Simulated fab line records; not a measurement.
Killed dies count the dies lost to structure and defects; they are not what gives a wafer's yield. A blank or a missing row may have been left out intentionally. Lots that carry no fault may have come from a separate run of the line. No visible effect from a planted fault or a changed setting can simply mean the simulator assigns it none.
fab line records	flow n5_finfet
record lots=5	wafers=15	last_day=17
route steps=1938 shown BEOL_M1@818 BEOL_M2@841 PASSIVATION@1936
lots that met no fault: taken from a fault-free run of the same line
start_h: hours from the record's first day to the start of the lot's first wafer shown	wait_h: hours elapsed since this lot's preceding step	" identical to the entry in the row above	L1.1+2: several wafers, shown together as one row	- no value, or no start was given	* or withheld: withheld	< > ~ a bound
route shown NAME@n: names a module that has steps shown in the file, with the first one's number in the route	usual: mean/standard deviation taken from wafers without a fault	same: alike in all rows	chamber/n: place in a boat	sites: the reading at each site	_std_site: how widely they spread, as a standard deviation	_edge_site: outer sites' mean less inner sites'	radius_mm: how far each site lies from the wafer's centre	mask NAME#n: copy n	behind: the last tool/chamber to shape the wafer	hold: why the lot was held/for how many hours/how that ended	device: the transistor (n, p or np) that didn't switch	end of line: the route-end tests of the same wafers	where a step has no rows: the recipe by itself	killed: at the first sort, the dies lost to defects and structure; wafer yield is something else	map: per-die view of a wafer (x killed, . not killed, _ where there is no die)
set.NAME: setting as actually run; set.NAME@STEP: the setting as run at that earlier step	model.NAME: the simulator's own value behind a step, which no gauge read
certain route steps with their lots: each step a table, each wafer a row
## steps
# step N5_BEOL_M1_SPUTTER_81
# recipe material=Cu	target_thk_a=45	temp_c=-20	chamber_pressure_pa=0.07	power_w=withheld	time_s=8.29
# step N5_BEOL_M1_ANNEAL_82
# recipe temp_c=400	time_s=240	ambient=vacuum
# step N5_BEOL_M1_SPUTTER_86
# recipe material=Cu	target_thk_a=45	temp_c=-20	chamber_pressure_pa=0.07	power_w=withheld	time_s=8.29
# step N5_BEOL_M1_ANNEAL_87
# recipe temp_c=400	time_s=240	ambient=vacuum
# step N5_BEOL_M1_SPUTTER_88
# recipe material=Cu	target_thk_a=45	temp_c=-20	chamber_pressure_pa=0.07	power_w=withheld	time_s=8.29
# step N5_BEOL_M1_ANNEAL_89
# recipe temp_c=400	time_s=240	ambient=vacuum
# step N5_BEOL_M1_SPUTTER_90
# recipe material=Cu	target_thk_a=45	temp_c=-20	chamber_pressure_pa=0.07	power_w=withheld	time_s=8.29
# step N5_BEOL_M1_ANNEAL_91
# recipe temp_c=400	time_s=240	ambient=vacuum
# step N5_BEOL_M1_SPUTTER_92
# recipe material=Cu	target_thk_a=45	temp_c=-20	chamber_pressure_pa=0.07	power_w=withheld	time_s=8.29
# step N5_BEOL_M1_ANNEAL_93
# recipe temp_c=400	time_s=240	ambient=vacuum
# step N5_BEOL_M1_SPUTTER_94
# recipe material=Cu	target_thk_a=45	temp_c=-20	chamber_pressure_pa=0.07	power_w=withheld	time_s=8.29
# step N5_BEOL_M1_ANNEAL_95
# recipe temp_c=400	time_s=240	ambient=vacuum
# step N5_BEOL_M1_SPUTTER_96
# recipe material=Cu	target_thk_a=45	temp_c=-20	chamber_pressure_pa=0.07	power_w=withheld	time_s=8.29
# usual chamber_pressure_pa=0.07001/0.00013	throttle_valve_pct=29.5/0.74
lot.wafer	tool	chamber	start_h	wait_h	chamber_pressure_pa	throttle_valve_pct
L244.3	pvd_sputter-03	-	137.89	0.1	0.06998	29.6
L244.5	"	-	"	"	0.07002	29.6
L244.6	"	-	"	"	0.07002	29.1
L254.3	pvd_sputter-02	-	196.22	0.1	0.07007	29.8
L254.5	"	-	"	"	0.07013	29.7
L254.6	"	-	"	"	0.07021	29.7
L259.3	pvd_sputter-03	-	235.87	0.1	0.06996	29.2
L259.4	"	-	"	"	0.07005	29.4
L259.6	"	-	"	"	0.07008	29.6
L261.2	pvd_sputter-03	-	238.95	0.1	0.06994	30.7
L261.4	"	-	"	"	0.06986	29.4
L261.5	"	-	"	"	0.07014	30.3
L263.4	pvd_sputter-03	-	244.05	0.1	0.07018	29.1
L263.5	"	-	"	"	0.07035	29.0
L263.6	"	-	"	"	0.07001	29.2
# step N5_BEOL_M1_ECD_50
# recipe material=Cu	target_thk_a=3000
# step N5_BEOL_M1_ANNEAL_51
# recipe temp_c=225	time_s=90	ambient=N2
# step N5_BEOL_M1_CMP_52
# recipe stop_on=SiOC	t_overpolish_s=6.8	down_force_psi=1	platen_rpm=50	clearing_platen_down_force_psi=1.5	clearing_platen_rpm=50	post_cmp_clean=cu_alkaline	target_thk_nm=40	clearing_platen_pad_velocity_m_s=0.99484	pad_velocity_m_s=0.99484
# step N5_BEOL_M1_PRE_CLEAN_60
# recipe gas=NH3/H2	time_s=15	temp_c=*	rf_power_w=300
# step N5_BEOL_M1_CO_CAP_55
# recipe material=Co	target_thk_a=20	temp_c=200	precursor=CCTBA/H2	pressure_torr=30	time_s=102.1
# step N5_BEOL_M1_PRE_CLEAN_56
# recipe gas=NH3	time_s=15	temp_c=withheld	rf_power_w=300
# step N5_BEOL_M1_DEP_57
# recipe material=SiCN	target_thk_a=80	temp_c=withheld	precursor=3MS/NH3	pressure_torr=3	rf_w=202	time_s=14
# step N5_BEOL_M2_ILD_DEP_00
# recipe material=SiOC	target_thk_a=790	temp_c=350	precursor=DEMS/O2	pressure_torr=5	rf_w=500	time_s=15.3
# step N5_BEOL_M2_PECVD_72
# recipe material=SiO2	target_thk_a=160	temp_c=400	precursor=TEOS/O2	pressure_torr=5.5	rf_w=450	teos_flow_sccm=53.8	gas=O2	flow_sccm=3000	time_s=18
# step N5_BEOL_M2_HM_DEP_02
# recipe material=TiN	target_thk_a=200	temp_c=25	chamber_pressure_pa=0.49996
# step N5_BEOL_M2_COAT_61
# recipe resist=SOC	temp_c=250	time_s=60	spin_rpm=1500	resist_thk_nm=60
# step N5_BEOL_M2_COAT_62
# recipe resist=SiARC	temp_c=220	time_s=60	spin_rpm=1500	resist_thk_nm=12
# step N5_BEOL_M2_COAT_73
# recipe resist=underlayer	temp_c=205	time_s=60	spin_rpm=1500	resist_thk_nm=5
# step N5_BEOL_M2_COAT_05
# recipe resist=CAR-EUV	spin_rpm=1500	resist_thk_nm=30
# step N5_BEOL_M2_EBR_07
# recipe solvent=PGMEA	ebr_width_mm=1.5
# step N5_BEOL_M2_SOFTBAKE_06
# recipe temp_c=110	time_s=60	resist=CAR-EUV
# step N5_BEOL_M2_EXPOSE_08
# recipe mask_id=M2	na=0.33	source_shape=dipole	sigma_inner=0.369	sigma_outer=0.767	polarization=unpolarized	dose_mj=41.25
# step N5_BEOL_M2_PEB_09
# recipe peb_temp_c=100	peb_time_s=60	resist=CAR-EUV
# step N5_BEOL_M2_DEVELOP_10
# recipe develop_time_s=30	developer=TMAH	resist=CAR-EUV	rinse_liquid=surfactant_rinse	dry=air_spin	dev_temp_c=23
# step N5_BEOL_M2_DESCUM_16
# recipe chemistry=O2	time_s=7	source_power_w=50	bias_power_w=20	pressure_mtorr=20	rf_frequency_hz=2.712e+07	temp_c=40	resist=CAR-EUV	o2_flow_sccm=225
# step N5_BEOL_M2_ETCH_74
# recipe chemistry=N2/H2	target=underlayer	target_depth_a=65	mask_material=CAR-EUV	time_s=5.2	ion_energy_ev=200	pressure_mtorr=30	source_w=840	bias_w=150	n2_flow_sccm=200	h2_flow_sccm=200	ends=cleared
# step N5_BEOL_M2_ETCH_63
# recipe chemistry=CF4	target=SiARC	target_depth_a=156	mask_material=CAR-EUV	time_s=26	ion_energy_ev=80	pressure_mtorr=40	source_w=545	bias_w=36	Ar_flow_sccm=100	cf4_flow_sccm=100	ends=cleared
# step N5_PASSIVATION_PROBE_49
# usual defect_limited_yield=91.1/1.4	killed_at_M0_to_M3=35/8.7	killed_at_M4_up=14/5.3	killed_at_contacts=12/6.2	killed_at_front_end=41/12	killed_at_other=3.4/2.6	killed_dies=105/16	killed_on_rim=14/3.8	killed_open=67/13	killed_short=36/7.3	sort_bin_5_function=5.2/0.96	sort_bin_6_memory=3.3/0.6	sort_n_pass=1075/16	sort_yield_pct=91.1/1.4
# same gross_dies=1180	killed_at_back_side=0	sort_bin_4_leakage[%]=0	sort_bin_8_speed[%]=0
lot.wafer	tool	chamber	start_h	wait_h	defect_limited_yield[%]	killed_at_M0_to_M3	killed_at_M4_up	killed_at_contacts	killed_at_front_end	killed_at_other	killed_dies	killed_on_rim	killed_open	killed_short	sort_bin_5_function[%]	sort_bin_6_memory[%]	sort_n_pass	sort_yield_pct[%]
L259.4	prober-02	-	365.06	0.2	82.4	116	12	22	50	8	208	34	84	35	10.9	4.2	972	82.4
L259.6	prober-02	-	365.16	0.3	84.2	131	8	24	20	3	186	29	66	24	9.9	3.6	994	84.2
L261.4	prober-02	-	385.63	0.2	82.7	135	8	9	42	10	204	33	76	30	10.3	5.0	976	82.7
L263.6	prober-01	-	398.39	0.3	81.9	127	15	17	51	4	214	36	82	38	11.2	4.8	966	81.9
# killed by level:class
L259.4 BEOL_M1:unspecified=89 FIN_SAQP:geometric_particle:open=26 MOL_CONTACT_COAG:geometric_particle:open=19 FIN_SAQP:geometric_particle:short=12 BEOL_M2:geometric_particle:open=11 BEOL_M4:geometric_particle:open=6 BEOL_M2:geometric_particle:short=4 PASS1_CAP:geometric_particle:short=4
L259.6 BEOL_M1:unspecified=94 MOL_CONTACT_COAG:geometric_particle:open=19 BEOL_M1:geometric_particle:open=8 FIN_SAQP:geometric_particle:open=7 BEOL_M3:geometric_particle:open=7 FIN_SAQP:geometric_particle:short=6 BEOL_M0_SAQP:geometric_particle:short=6 MOL_CONTACT_COAG:geometric_particle:short=5
L261.4 BEOL_M1:unspecified=93 FIN_SAQP:geometric_particle:short=11 FIN_SAQP:geometric_particle:open=10 BEOL_M3:geometric_particle:open=10 MOL_CONTACT_COAG:geometric_particle:open=9 BEOL_M2:geometric_particle:open=8 STI_FIN_REVEAL:geometric_particle:open=7 BEOL_M0_SAQP:geometric_particle:short=6
L263.6 BEOL_M1:unspecified=93 STI_FIN_REVEAL:geometric_particle:open=15 MOL_CONTACT_COAG:geometric_particle:open=12 BEOL_M3:geometric_particle:open=10 DUMMY_GATE:geometric_particle:open=7 BEOL_M0_SAQP:geometric_particle:short=7 BEOL_M1:geometric_particle:open=7 BEOL_M4:geometric_particle:open=7
# map L259.4 (x killed, . not)
_________________xxxxxx.x....________________
______________xxxxxxx.xx..x....._____________
___________xxxxxxxxxxxxxxx.x...x...__________
__________xxxxxxxxxxxxx......x.x...x_________
________..xxxxxxxxxxxx...x.........xx._______
_______....xxxxxxxxxxx.................______
______.x...xxxxxxxxxx..x................_____
_____x.....xxx.xxxx.xx.....x.......x...x.____
____.......x....xx.........x..............___
___..........x..x......xxx.................__
___.........x.....x..........x....x....x.x.__
__.......x..................xx......x......._
__...............xx...............x........._
_.x....x...x...................x...x.........
_.x...xx...x......x..............x.x...x...x.
_...................x.........x....x..x......
_...x...x.............xx.x.x..x.......x.....x
_...........x...............x..x........xx...
_......x.............x....x......x...........
_...............x...................x..x.....
_..x.....x.......x..x..x..x...x.....x........
__.....x......x..x.x..............x........._
__.xx........x...........x..x.........x....._
___...x...................x.........x......__
___.x....x......x..........................__
____.x.x.....x............x...............___
_____..............x.....................____
______.......x.......x..............x..._____
_______................x....x.....x....______
________..............x..............._______
__________x......x.........x...x...._________
___________.x..........x..........x__________
______________...........x......_____________
_________________..........x.________________
# map L261.4 (x killed, . not)
_________________xxxxxx.x....________________
______________xxxxxxxxxxx.....x._____________
___________xxxxxxxxxxx.......x.....__________
__________xxxxxxxxxxxxxxxx.........._________
________.xxxxxxxxxxxx.xx.............._______
_______.xxxxxxxxxxxxxxx................______
______...xxxxxxxxxxxxx........x...xx...._____
_____......x.x.x.xxxxx.................x.____
____............xxxx....x.................___
___.......x...x...........x.........x......__
___........x.x..x..x..........x..........xx__
__.....x........xx.........x................_
__....x.....................x..........x...._
_...xx.........x...xx........x..............x
_.x.......................xx......xx.........
_..........x.....x.x.x............x..........
_.....x..........x.......x.............x.....
_.......x.............................x......
_.......x.....................x....x.x.....x.
_............x............................x..
_..x.....x........x.......xx............xxx..
__..................x.x.....x........x......_
__.....x..xx....x....x..............x.....x._
___.............x....x.........x........x..__
___.x....x..........x...........x..........__
____.................................x.x.x___
_____.................x.............x....____
______x......x.............x............_____
_______.x........................x....x______
________..........................x..._______
__________.x.xx..............x......_________
___________........x...xx.....x....__________
______________...xx............._____________
_________________..........x.________________
## key
first_sign step=N5_PASSIVATION_PROBE_49	reading=killed_at_M0_to_M3	direction=up	sigmas=11	usual=35	struck=127
effect step=N5_PASSIVATION_PROBE_49	reading=defect_limited_yield	direction=down	sigmas=6	usual=91.1	struck=82.8
more_kills_born_at N5_BEOL_M1_SPUTTER_96@pvd_sputter-03=369
met_at N5_BEOL_M1_SPUTTER_96
struck_wafers L259.4,L259.6,L261.4,L263.6
onset_between 137.89 235.87
fault kind=chamber_particle_source	tool=pvd_sputter-03	chamber=-	onset_h=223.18	steps=N5_BEOL_M1_SPUTTER_96	rate_per_visit_cm2=0.93165	end_h=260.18	scope=struck_wafers_only
